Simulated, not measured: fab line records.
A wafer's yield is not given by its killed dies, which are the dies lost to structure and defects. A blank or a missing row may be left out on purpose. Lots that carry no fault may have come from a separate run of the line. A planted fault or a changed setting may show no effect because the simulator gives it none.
Chamber matching | flow n5 finfet | 3 sister chambers for N5_SDB_HM_DEP_00 on pecvd-03
The step deposits SiNx from SiH4/NH3/N2, target thk 40 nm, time 35.3 s. 3 wafers are shown with their chamber, then 7 later ones without.

WAFERS, EACH WITH ITS CHAMBER
wafer  | chamber | showerhead plenum p Torr (Torr)
L399.3 | 0       | 5.25
L402.1 | 1       | 5.10
L402.3 | 2       | 5.21

WAFERS WITHOUT THEIR CHAMBER
wafer  | showerhead plenum p Torr (Torr)
L402.6 | 5.23
L410.3 | 5.25
L410.4 | 5.25
L410.6 | 5.09
L412.1 | 5.09
L412.4 | 5.09
L412.6 | 5.23

THE CHAMBER EACH PASSED THROUGH
wafer  | from the rows above     | in truth
L402.6 | can't be placed: 0 or 2 | 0
L410.3 | 0                       | 0
L410.4 | 0                       | 0
L410.6 | 1                       | 1
L412.1 | 1                       | 1
L412.4 | 1                       | 1
L412.6 | can't be placed: 0 or 2 | 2
5 of 7 placed correctly. These rows do not allow placing 2 (true chamber among the candidates in 2). Number placed wrongly: 0.
How it was worked out, from the rows above alone: a wafer's distance from a chamber is the root of the sum, over the readings, of the square of ((its reading less the chamber's mean) divided by the reading's scatter). The wafer belongs to the nearest chamber; if the next one is less than 2 further off, it can't be placed. Each chamber's mean is taken over the wafers shown for it. The scatter: root of mean squared gap, hidden wafer to nearest shown wafer, with one shown wafer a chamber.
